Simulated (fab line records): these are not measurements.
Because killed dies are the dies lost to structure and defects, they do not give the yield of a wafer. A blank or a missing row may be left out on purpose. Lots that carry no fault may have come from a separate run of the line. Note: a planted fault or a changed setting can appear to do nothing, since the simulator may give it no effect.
fab line records	flow nand_harc
record lots=6	wafers=18	last_day=24
route steps=1159 shown A_WL_FILL@817 A_CONTACT@840 END@1159
lots untouched by any fault: they come from a run of this same line in which no faults occurred
start_h: hours from the record's opening day to when the first of the lot's shown wafers began	wait_h: hours since the lot's step before	" as in the row above	L1.1+2: one row covering several wafers at once	- no value, or no start was given	* or withheld: withheld	< > ~ a bound
route shown NAME@n: NAME is a module with steps in the file, n the number in the route of the first one	usual: the fault-free wafers' mean and standard deviation	same: alike in all rows	chamber/n: place in a boat	sites: readings site by site	_std_site: their standard deviation	_edge_site: mean of outer sites minus mean of inner sites	radius_mm: how far each site lies from the wafer's centre	mask NAME#n: copy n	behind: the last tool/chamber to shape the wafer	hold: reason for holding the lot/hours on hold/outcome of the hold	device: whichever transistor did not switch (one of n, p or np)	end of line: the tests these same wafers got at the end of their route	a step with no rows: only its recipe	killed: dies lost to structure and defects at the first sort, not the wafer's yield	map: the dies of a wafer, with x for killed, . for not killed, _ for no die there
set.NAME: setting as actually run; set.NAME@STEP: the setting as run at that earlier step	model.NAME: the simulator's own value behind a step, which no gauge read
lots at some steps of the route; a table a step, a row a wafer
services: a tool's chamber out of use, with start hour (start_h, from the record's first day; less than 0 if before it), hours out, and reason
## steps
# step NHARC_A_WL_FILL_STRIP_28
# recipe time_s=1200	temp_c=72.5	chemistry=post_etch_residue_remover
# step NHARC_A_WL_FILL_PRECLEAN_06
# recipe time_s=300	chemistry=DIW
# step NHARC_A_WL_FILL_SRD_07
# step NHARC_A_WL_FILL_ANNEAL_08
# recipe temp_c=450	time_s=1800
# step NHARC_A_WL_FILL_ALD_10
# recipe target_thk_a=500	pulse_time_s=10	ald_cycles=500	temp_c=300	material=SiO2
# usual heater_power_outer_w=270/27	heater_power_w=464/33	precursor_pulse_height_rel=1.000/0.02	susceptor_temp_C=299.99/0.18
lot.wafer	tool	chamber	start_h	wait_h	heater_power_outer_w	heater_power_w	precursor_pulse_height_rel	susceptor_temp_C
L880.4	ald_hk-03	0	373.18	0.0	262	487	0.993	299.75
L880.1	"	1	"	"	211	379	0.996	300.20
L880.3	"	3	374.71	1.6	263	447	0.982	300.03
L887.4	ald_hk-04	2	402.89	0.1	271	478	0.977	299.97
L887.3	"	1	404.42	1.6	243	459	0.981	299.94
L887.6	"	3	405.45	2.6	271	444	1.003	299.81
L886.4	ald_hk-02	1	403.89	1.1	265	470	0.991	300.15
L886.3	"	2	"	"	242	436	1.016	300.40
L886.6	"	0	405.43	2.6	308	516	0.999	300.35
L894.3	ald_hk-02	1	442.33	0.0	260	470	0.992	300.04
L894.2	"	3	443.36	1.1	278	467	1.006	300.22
L894.5	"	1	444.39	2.1	262	471	0.988	299.97
L898.1	ald_hk-03	1	467.20	1.1	212	384	1.025	300.07
L898.3	"	2	"	"	307	490	0.986	299.74
L898.6	"	3	"	"	262	451	0.979	300.10
L897.4	ald_hk-02	1	470.98	0.7	263	469	0.995	300.00
L897.2	"	2	"	"	240	433	1.016	299.66
L897.5	"	1	473.05	2.7	257	481	1.001	300.41
# step NHARC_A_WL_FILL_ETCHBACK_16
# recipe target_depth_a=880	time_s=17.6	c4f8_flow_sccm=withheld	o2_flow_sccm=8	ar_flow_sccm=withheld	rf_w=600	bias_w=800	chemistry=C4F8/O2/Ar
# usual oes_product_au=0.990/0.03	rf_vpp_V=725/4.4
lot.wafer	tool	chamber	start_h	wait_h	oes_product_au	rf_hours_counter_h	rf_vpp_V
L880.4	rie_diel-06	1	-	-	0.993	4.5	718
L880.1	"	2	"	"	0.998	4.6	730
L880.3	"	0	"	"	0.988	4.4	722
L886.3	rie_diel-06	0	-	-	0.911	5.3	722
L886.4	"	1	"	"	0.919	5.6	717
L886.6	"	3	"	"	0.932	-	728
L887.4	rie_diel-10	0	-	-	1.001	1.1	730
L887.3	"	2	"	"	0.987	1.1	721
L887.6	"	0	"	"	1.012	-	729
L894.2	rie_diel-10	2	-	-	0.998	2.0	723
L894.3	"	0	"	"	1.006	2.0	729
L894.5	"	2	"	"	0.984	-	723
L898.3	rie_diel-11	0	-	-	1.014	4.5	725
L898.1	"	2	"	"	1.004	5.3	719
L898.6	"	0	"	"	1.023	-	724
L897.4	rie_diel-11	1	-	-	0.925	5.3	725
L897.2	"	2	"	"	0.939	5.5	722
L897.5	"	1	"	"	0.922	-	723
# step NHARC_A_WL_FILL_STRIP_29
# recipe time_s=20	o2_flow_sccm=500	ar_flow_sccm=0	bias_w=0	chemistry=O2
# step NHARC_A_WL_FILL_ETCHBACK_17
# recipe target_depth_a=40	time_s=26.7	chemistry=Cl2/BCl3
# usual drypump_motor_current_A=5.3/0.39	oes_product_au=0.992/0.011
lot.wafer	tool	chamber	start_h	wait_h	drypump_motor_current_A	oes_product_au	rf_hours_counter_h
L880.1	rie_metal-03	0	377.98	-	5.1	1.008	2.5
L880.3	"	1	"	"	5.6	0.974	-
L880.4	"	0	"	"	5.1	0.992	-
L886.4	rie_metal-02	1	407.70	-	4.9	0.991	-
L886.3	"	0	"	"	4.8	0.993	-
L886.6	"	1	"	"	4.9	0.993	-
L887.4	rie_metal-03	1	407.74	-	5.5	0.983	-
L887.3	"	0	"	"	5.1	0.987	-
L887.6	"	1	"	"	5.5	0.986	-
L894.2	rie_metal-03	1	447.16	-	5.6	0.978	4.7
L894.3	"	1	"	"	5.6	0.978	-
L894.5	"	0	"	"	5.1	0.983	-
L898.1	rie_metal-03	0	470.98	-	5.1	0.970	0.2
L898.3	"	0	"	"	5.1	0.976	-
L898.6	"	0	"	"	5.1	0.987	-
L897.2	rie_metal-01	1	475.33	-	5.5	0.983	4.4
L897.4	"	1	"	"	5.5	0.999	-
L897.5	"	0	"	"	6.0	0.984	-
# step NHARC_A_WL_FILL_PRECLEAN_18
# recipe time_s=30	chemistry=dHF
# step NHARC_A_WL_FILL_SRD_21
# step NHARC_A_WL_FILL_CVD_23
# recipe target_thk_a=400	temp_c=620	pressure_mtorr=200	time_s=800	material=poly-Si
# step NHARC_A_WL_FILL_ETCHBACK_26
# recipe target_depth_a=520	time_s=13.3	hbr_flow_sccm=150	rf_w=350	icp_w=350	bias_w=60	chemistry=HBr
# usual drypump_motor_current_A=5.9/0.45	oes_product_au=1.000/0.013	throttle_valve_pct=23.264/0.0095
lot.wafer	tool	chamber	start_h	wait_h	drypump_motor_current_A	oes_product_au	rf_hours_counter_h	throttle_valve_pct
L880.1	rie_si-02	1	383.02	0.4	6.0	1.020	1.1	23.255
L880.3	"	2	"	"	6.4	1.005	1.0	23.266
L880.4	"	0	"	"	5.2	1.018	1.2	23.257
L886.3	rie_si-05	2	413.07	0.4	6.1	0.998	1.0	23.270
L886.4	"	1	"	"	6.1	0.985	1.1	23.273
L886.6	"	2	"	"	6.2	1.005	-	23.255
L887.4	rie_si-03	1	413.07	0.4	6.2	0.986	0.6	23.259
L887.3	"	0	"	"	4.9	0.982	0.5	23.273
L887.6	"	2	"	"	5.9	0.979	-	23.260
L894.3	rie_si-05	1	452.21	0.4	6.1	1.002	0.2	23.256
L894.2	"	3	"	"	6.4	0.995	0.2	23.279
L894.5	"	2	"	"	6.1	0.988	-	23.271
L898.3	rie_si-02	0	476.01	0.4	5.2	1.013	0.6	23.256
L898.1	"	2	"	"	6.4	1.016	0.7	23.247
L898.6	"	0	"	"	5.2	1.011	-	23.246
L897.4	rie_si-05	3	479.19	0.4	6.4	0.981	0.4	23.278
L897.2	"	0	"	"	5.9	0.996	0.5	23.259
L897.5	"	0	"	"	5.9	0.995	-	23.271
# step NHARC_A_WL_FILL_PRECLEAN_30
# recipe time_s=10	chemistry=dHF
# step NHARC_A_WL_FILL_SRD_14
# step NHARC_A_WL_FILL_ALD_19
# recipe target_thk_a=20	pulse_time_s=3	ald_cycles=100	temp_c=450	material=TiN
# usual heater_power_outer_w=686/73	heater_power_w=1078/120	precursor_pulse_height_rel=1.003/0.02	susceptor_temp_C=450.00/0.24
lot.wafer	tool	chamber	start_h	wait_h	heater_power_outer_w	heater_power_w	precursor_pulse_height_rel	susceptor_temp_C
L880.4	ald_metal-04	0	383.28	0.1	668	1040	1.027	450.41
L880.3	"	1	"	"	576	852	0.997	449.84
L880.1	"	2	"	"	658	1099	1.011	449.88
L886.3	ald_metal-03	3	413.39	0.2	669	1148	1.031	450.26
L886.4	"	0	"	"	750	1216	0.967	450.01
L886.6	"	3	"	"	668	1117	0.996	450.13
L887.3	ald_metal-01	1	413.40	0.2	742	1104	0.998	449.91
L887.6	"	3	"	"	744	1158	1.033	450.09
L887.4	"	1	"	"	751	1112	0.955	450.00
L894.3	ald_metal-01	3	452.50	0.1	730	1210	0.994	449.35
L894.2	"	1	"	"	763	1101	1.011	449.54
L894.5	"	3	"	"	740	1166	0.987	449.59
L898.3	ald_metal-04	2	476.30	0.1	652	1084	1.017	449.73
L898.1	"	0	"	"	654	1042	1.037	450.04
L898.6	"	2	"	"	647	1055	1.004	450.00
L897.2	ald_metal-01	2	479.46	0.1	646	949	1.013	450.02
L897.5	"	2	"	"	643	961	0.997	450.01
L897.4	"	0	"	"	746	1197	0.991	450.12
# step NHARC_A_WL_FILL_CVD_20
# recipe target_thk_a=750	temp_c=300	pressure_torr=40	wf6_flow_sccm=40	h2_flow_sccm=1600	ar_flow_sccm=1560	time_s=5064	material=W
# step NHARC_A_WL_FILL_CMP_12
# recipe t_overpolish_s=30	target_thk_nm=75
# step NHARC_A_WL_FILL_SRD_31
# step NHARC_A_CONTACT_DEP_24
# recipe target_thk_a=5000	temp_c=400	pressure_torr=6.5	rf_w=900	teos_flow_sccm=161.4	flow_sccm=2650	target_thk_nm=500	gas=O2	material=SiO2
# step NHARC_A_CONTACT_DEP_28
# recipe target_thk_a=36000	temp_c=400	material=aC
# step NHARC_A_CONTACT_DEP_29
# recipe target_thk_a=700	target_thk_nm=70	temp_c=400	pressure_torr=3.5	flow_sccm=200	rf_w=350	material=SiON
# step NHARC_A_CONTACT_DEHYDRATE_32
# recipe temp_c=150	time_s=120
# step NHARC_A_CONTACT_HMDS_33
# recipe time_s=30
# step NHARC_A_CONTACT_COAT_34
# recipe temp_c=260	time_s=75
# step NHARC_A_CONTACT_COAT_35
# recipe temp_c=225	time_s=65
# step NHARC_A_CONTACT_COAT_36
# recipe spin_rpm=1500	resist_thk_nm=90
# step NHARC_A_CONTACT_SOFTBAKE_37
# recipe temp_c=105	time_s=55
# step NHARC_A_CONTACT_EBR_38
# step NHARC_A_CONTACT_EXPOSE_39
# recipe na=1.35	sigma_outer=0.8	dose_mj=58.79	mask_id=A_CC_3
# step NHARC_A_CONTACT_PEB_40
# recipe peb_temp_c=100	peb_time_s=65
# step NHARC_A_CONTACT_DEVELOP_41
# recipe develop_time_s=35	dev_temp_c=23
# step NHARC_A_CONTACT_CD_MEAS_42
# recipe target_cd_nm=200	landing_energy_ev=500
# usual cd_nm=199.6/0.7
# same landing_energy_ev=500
lot.wafer	tool	chamber	start_h	wait_h	cd_nm
L880.1	cd_sem-03	0	398.82	-	200.4
L880.3	"	0	"	"	199.6
L880.4	"	0	"	"	199.1
L887.3	cd_sem-02	0	424.13	-	198.9
L887.4	"	0	"	"	197.8
L887.6	"	0	"	"	199.8
L886.3	cd_sem-03	0	425.75	-	199.3
L886.4	"	0	"	"	199.5
L886.6	"	0	"	"	200.9
L894.2	cd_sem-03	0	463.37	-	199.3
L894.3	"	0	"	"	200.2
L894.5	"	0	"	"	200.2
L898.1	cd_sem-01	0	489.96	-	199.5
L898.3	"	0	"	"	199.3
L898.6	"	0	"	"	201.4
L897.2	cd_sem-01	0	499.22	-	199.6
L897.4	"	0	"	"	199.3
L897.5	"	0	"	"	199.4
# step NHARC_A_CONTACT_OVL_MEAS_43
# usual overlay_x_nm=-0.2/0.96	overlay_y_nm=-0.2/0.88
lot.wafer	tool	chamber	start_h	wait_h	overlay_x_nm	overlay_y_nm
L880.1	overlay-01	-	398.91	-	-1.6	-1.3
L880.3	"	-	"	"	-1.4	-1.8
L880.4	"	-	"	"	-0.5	-1.3
L887.3	overlay-01	-	424.22	-	0.3	-0.3
L887.4	"	-	"	"	-0.1	0.3
L887.6	"	-	"	"	0.5	1.0
L886.3	overlay-02	-	425.84	-	0.7	1.6
L886.4	"	-	"	"	1.0	1.5
L886.6	"	-	"	"	0.4	1.5
L894.2	overlay-01	-	463.46	-	-0.6	0.9
L894.3	"	-	"	"	-0.8	0.4
L894.5	"	-	"	"	-0.3	1.0
L898.1	overlay-02	-	490.04	-	-0.3	-0.2
L898.3	"	-	"	"	-0.8	-0.6
L898.6	"	-	"	"	-0.1	-0.2
L897.2	overlay-01	-	499.30	-	-0.9	-0.9
L897.4	"	-	"	"	-0.4	-0.3
L897.5	"	-	"	"	-1.2	0.2
# step NHARC_A_CONTACT_DESCUM_47
# recipe time_s=3	o2_flow_sccm=200	ar_flow_sccm=0	bias_power_w=0	chemistry=O2
# step NHARC_A_CONTACT_ETCH_48
# recipe target_depth_a=390	over_etch_frac=0.3	time_s=65	ion_energy_ev=80	cf4_flow_sccm=150	ar_flow_sccm=0	rf_w=300	bias_w=100	chemistry=CF4
# usual drypump_motor_current_A=5.8/0.4	oes_product_au=0.997/0.014	rf_vpp_V=150.9/1	showerhead_plenum_p_Torr=1.75/0.051	throttle_valve_pct=13.283/0.0091
lot.wafer	tool	chamber	start_h	wait_h	drypump_motor_current_A	oes_product_au	rf_hours_counter_h	rf_vpp_V	showerhead_plenum_p_Torr	throttle_valve_pct
L880.1	rie_diel-05	0	399.10	0.1	5.9	0.980	10	152.0	1.78	13.264
L880.4	"	1	"	"	5.8	1.011	10	150.4	1.73	13.294
L880.3	"	2	"	"	6.1	0.973	10	150.0	1.72	13.293
L887.4	rie_diel-02	1	424.41	0.1	6.0	1.002	33	151.5	1.81	13.292
L887.3	"	0	"	"	5.1	0.991	28	149.7	1.76	13.285
L887.6	"	2	"	"	5.9	0.983	-	150.0	1.69	13.298
L886.3	rie_diel-08	0	426.05	0.1	6.1	1.001	49	151.2	1.66	13.284
L886.4	"	3	"	"	5.3	0.996	53	149.9	1.80	13.286
L886.6	"	1	"	"	5.0	0.978	-	152.0	1.71	13.285
L894.2	rie_diel-02	2	463.64	0.1	5.9	0.992	44	150.8	1.68	13.290
L894.3	"	3	"	"	6.1	1.006	41	151.6	1.75	13.299
L894.5	"	3	"	"	6.2	1.007	-	151.3	1.75	13.282
L898.1	rie_diel-08	1	490.24	0.1	5.1	0.990	0	149.9	1.70	13.291
L898.3	"	2	"	"	5.9	1.014	0	151.3	1.80	13.273
L898.6	"	3	"	"	5.3	0.990	-	151.7	1.79	13.273
L897.4	rie_diel-02	2	499.49	0.1	5.9	0.992	58	149.1	1.68	13.289
L897.2	"	1	"	"	6.0	0.980	59	151.3	1.81	13.275
L897.5	"	3	"	"	6.2	1.004	-	150.6	1.75	13.300
# step NHARC_END_SORT_01
# recipe temp_c=25
# usual killed_at_array=26/9.1	killed_at_other=0.7/0.9	killed_at_periphery=3.6/2.8	killed_dies=30/9.2	killed_open=3.0/1.9	killed_short=2.0/1.4
# same gross_dies=677
lot.wafer	tool	chamber	start_h	wait_h	killed_at_array	killed_at_other	killed_at_periphery	killed_dies	killed_open	killed_short
L894.2	prober-01	0	554.74	2.8	91	3	8	102	4	2
L894.3	prober-01	0	555.53	3.1	97	1	14	112	2	4
L894.5	prober-01	0	557.12	3.7	52	0	8	60	2	2
L897.2	prober-01	0	578.31	2.8	109	0	0	109	4	2
L897.4	prober-01	0	579.89	3.4	109	0	1	110	2	0
L897.5	prober-01	0	580.68	3.7	114	1	2	117	4	2
# killed by level:class
L894.2 A_WL_FILL:unspecified=68 A_SLIT:chamber_film_flake=10 P_ZERO_WELL:chamber_film_flake=6 A_CONTACT:chamber_film_flake=4 A_CHANNEL_FILL_D1:chamber_film_flake=3 A_CHANNEL_HOLE_D1:chamber_film_flake=2 THIN_TSV:chamber_film_flake=2 P_M2:geometric_particle:short=1
L894.3 A_WL_FILL:unspecified=65 A_SLIT:chamber_film_flake=17 A_CHANNEL_HOLE_D1:chamber_film_flake=7 P_BONDPAD:chamber_film_flake=6 P_M1:chamber_film_flake=4 P_ZERO_WELL:chamber_film_flake=3 A_CONTACT:chamber_film_flake=3 P_GATE:geometric_particle:short=1
L894.5 A_WL_FILL:unspecified=30 A_SLIT:chamber_film_flake=7 A_CHANNEL_HOLE_D1:chamber_film_flake=6 P_BONDPAD:chamber_film_flake=4 P_ZERO_WELL:chamber_film_flake=3 A_CONTACT:chamber_film_flake=3 A_CONTACT:geometric_particle:open=2 P_M0:geometric_particle:short=1
L897.2 A_WL_FILL:unspecified=66 A_SLIT:chamber_film_flake=17 A_CHANNEL_HOLE_D1:chamber_film_flake=11 A_CONTACT:chamber_film_flake=6 A_ZERO_WELL:chamber_film_flake=3 A_CONTACT:geometric_particle:open=2 A_ONON_D1:geometric_particle:short=1 A_WL_FILL:geometric_particle:open=1
L897.4 A_WL_FILL:unspecified=67 A_CHANNEL_HOLE_D1:chamber_film_flake=21 A_SLIT:chamber_film_flake=12 A_CONTACT:chamber_film_flake=6 P_CONTACT:geometric_particle:open=1 A_CONTACT:geometric_particle:open=1 A_ZERO_WELL:chamber_film_flake=1 A_CHANNEL_FILL_D1:chamber_film_flake=1
L897.5 A_WL_FILL:unspecified=68 A_CHANNEL_HOLE_D1:chamber_film_flake=20 A_SLIT:chamber_film_flake=14 A_CONTACT:chamber_film_flake=7 P_M0:geometric_particle:open=1 P_M1:geometric_particle:open=1 A_SGD_CUT:geometric_particle:open=1 A_M1:geometric_particle:open=1
# map L894.3 (x killed, . not)
____________.____________
_________......._________
_______..........._______
______...........x.______
_____..............._____
____.....x.....xx...x____
____....x............____
___..x.x..............___
___x...........x.x...x___
__..................x..__
__.x.................xx__
_xx......x.......xx.xx.x_
_x..xx.......x.....xxxxx_
_.x..x............xxxxxx_
_..x.x...........xxxxxxx_
_x.xx............xxxxxxx_
.xx.xxx..........xxxxxxxx
.x...x.............xxxxxx
....x............xxxxxxxx
..................xxxxxxx
...................xx.x..
_...................x..x_
_..x.................x.._
_......................._
_..................x...._
_..x.............x......_
__.................x...__
__.................x...__
___...............x..x___
___...................___
____.................____
____.................____
_____..........x...._____
______.............______
_______..........._______
_________......._________
____________.____________
# map L897.5 (x killed, . not)
____________.____________
_________......._________
_______..........._______
______.............______
_____..............._____
____.................____
____.................____
___..x................___
___............x......___
__.x...................__
__.....................__
_..x........x..........._
_..x........x....x......_
_.xxx..................._
_xxx......x...........x._
_.x.x....x.............._
....x.x........x.........
x........................
.x.xxx...................
.x.xxx..x................
..x.xxxxx................
_.x.xxx.xxx...x........._
_.xxxxxxxx.............._
_.xxxxxxx..............._
_xxxxxxxxx.............._
_.xxxxxxx............xx._
__x.xxxxxx..........x..__
__xxxxxxx.x............__
___xxxxxx.............___
___xxxx.xx............___
____xxxxx............____
____..x.xx.........x.____
_____.x............._____
______.............______
_______..........._______
_________......._________
____________.____________
## services
tool	chamber	start_h	hours	kind
rie_diel-10	-	353.50	9.0	pm
rie_diel-11	-	366.50	9.0	pm
rie_diel-11	0	378.64	8.6	repair
rie_diel-02	3	384.07	6.7	repair
rie_si-02	-	388.00	9.0	pm
rie_si-05	-	390.93	0.5	repair
rie_si-02	-	397.67	0.1	repair
rie_diel-11	1	402.58	2.2	repair
ald_metal-04	-	406.00	10.0	pm
ald_metal-01	0	407.02	9.8	repair
ald_metal-01	2	407.62	1.5	repair
rie_si-05	-	416.00	9.0	pm
rie_diel-06	-	418.20	9.0	pm
rie_diel-02	0	446.67	2.1	repair
ald_hk-03	-	451.44	0.6	repair
rie_metal-03	-	453.04	9.0	pm
ald_metal-04	-	456.76	0.4	repair
ald_metal-01	-	458.00	10.0	pm
ald_hk-02	-	458.40	10.0	pm
ald_metal-04	-	465.79	0.9	repair
rie_si-05	3	470.52	3.3	repair
ald_metal-01	1	476.89	4.5	repair
rie_diel-08	-	478.82	9.0	pm
rie_diel-11	3	483.62	17.8	repair
## key
first_sign step=NHARC_END_SORT_01	reading=killed_dies	direction=up	sigmas=7.7	usual=30	struck=102
effect step=NHARC_END_SORT_01	reading=killed_at_array	direction=up	sigmas=7.6	usual=26	struck=95
more_kills_born_at NHARC_A_WL_FILL_ETCHBACK_26@rie_si-05=362
met_at NHARC_A_WL_FILL_ETCHBACK_26
struck_wafers L894.2,L894.3,L894.5,L897.2,L897.4,L897.5
tester_left_out L894,L897
onset_between 413.07 452.21
also_fits NHARC_A_WL_FILL_ALD_10:ald_hk-02,NHARC_A_WL_FILL_ALD_19:ald_metal-01,NHARC_A_CONTACT_ETCH_48:rie_diel-02
fault kind=chamber_particle_source	tool=rie_si-05	chamber=-	onset_h=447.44	steps=NHARC_A_WL_FILL_ETCHBACK_26	rate_per_visit_cm2=0.44758	end_h=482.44
# tester_left_out: of these lots the tester's yield and bins aren't shown, on N5 and GAA mostly nor the transistor test; their killed dies are dies lost to structure and defects alone, not to doping, threshold or leakage, so they don't give the yield
